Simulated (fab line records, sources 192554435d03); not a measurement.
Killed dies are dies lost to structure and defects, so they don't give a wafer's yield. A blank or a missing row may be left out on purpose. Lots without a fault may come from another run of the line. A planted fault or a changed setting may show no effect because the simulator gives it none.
Chamber matching | flow n5_finfet | N5_BEOL_M7_STRIP_19 on rie_diel-01: 4 sister chambers
The step strips in O2. 22 wafers are shown with their chamber, then 11 later ones without.

WAFERS WITH THEIR CHAMBER
wafer  | chamber | showerhead_plenum_p_Torr (Torr) | throttle_valve_pct (%) | drypump_motor_current_A (A)
L079.4 | 0       | 2.10                            | 16.25                  | 5.64
L079.5 | 1       | 2.18                            | 17.28                  | 6.21
L079.6 | 0       | 2.10                            | 16.23                  | 5.65
L077.3 | 0       | 2.10                            | 16.24                  | 5.67
L077.5 | 2       | 2.06                            | 16.66                  | 5.62
L077.6 | 1       | 2.18                            | 17.26                  | 6.23
L078.1 | 3       | 2.09                            | 16.61                  | 5.57
L078.5 | 1       | 2.18                            | 17.26                  | 6.26
L078.6 | 2       | 2.06                            | 16.64                  | 5.60
L084.4 | 3       | 2.08                            | 16.65                  | 5.56
L084.5 | 3       | 2.08                            | 16.64                  | 5.54
L084.6 | 2       | 2.06                            | 16.67                  | 5.62
L085.2 | 2       | 2.06                            | 16.69                  | 5.62
L085.5 | 1       | 2.18                            | 17.30                  | 6.18
L085.6 | 2       | 2.06                            | 16.69                  | 5.62
L088.1 | 2       | 2.06                            | 16.70                  | 5.60
L088.2 | 0       | 2.09                            | 16.29                  | 5.70
L088.4 | 1       | 2.18                            | 17.27                  | 6.19
L091.1 | 3       | 2.08                            | 16.67                  | 5.58
L091.2 | 1       | 2.18                            | 17.29                  | 6.22
L091.3 | 0       | 2.09                            | 16.29                  | 5.66
L091.4 | 2       | 2.06                            | 16.70                  | 5.61

SIGNATURES (means of the wafers above)
reading                  | chamber 0 | chamber 1 | chamber 2 | chamber 3 | scatter within a chamber
showerhead_plenum_p_Torr | 2.0960    | 2.1800    | 2.0600    | 2.0825    | 0.00329
throttle_valve_pct       | 16.2600   | 17.2767   | 16.6786   | 16.6425   | 0.023
drypump_motor_current_A  | 5.6640    | 6.2150    | 5.6129    | 5.5625    | 0.0207
Rule: a wafer's distance from a chamber is the root of the sum, over the readings, of the square of ((its reading less the chamber's mean) divided by the reading's scatter). The wafer belongs to the nearest chamber; if the next one is less than 2 further off, it can't be placed. The scatter: the root of (the sum of the squares of (reading less its chamber's mean) over the shown wafers, divided by (wafers less chambers)).

WAFERS WITHOUT THEIR CHAMBER
wafer  | showerhead_plenum_p_Torr (Torr) | throttle_valve_pct (%) | drypump_motor_current_A (A)
L091.5 | 2.08                            | 16.65                  | 5.58
L091.6 | 2.06                            | 16.72                  | 5.61
L093.2 | 2.09                            | 16.32                  | 5.68
L093.3 | 2.17                            | 17.30                  | 6.16
L093.4 | 2.08                            | 16.67                  | 5.55
L090.1 | 2.05                            | 16.72                  | 5.63
L090.4 | 2.09                            | 16.33                  | 5.68
L090.6 | 2.09                            | 16.31                  | 5.67
L096.1 | 2.17                            | 17.30                  | 6.25
L096.2 | 2.09                            | 16.31                  | 5.69
L096.4 | 2.08                            | 16.69                  | 5.56

WHICH CHAMBER EACH WENT THROUGH
wafer  | from the rows above | in truth
L091.5 | 3                   | 3
L091.6 | 2                   | 2
L093.2 | 0                   | 0
L093.3 | 1                   | 1
L093.4 | 3                   | 3
L090.1 | 2                   | 2
L090.4 | 0                   | 0
L090.6 | 0                   | 0
L096.1 | 1                   | 1
L096.2 | 0                   | 0
L096.4 | 3                   | 3
Placed correctly: 11 of 11. Can't be placed from these rows: 0. Placed wrongly: 0.
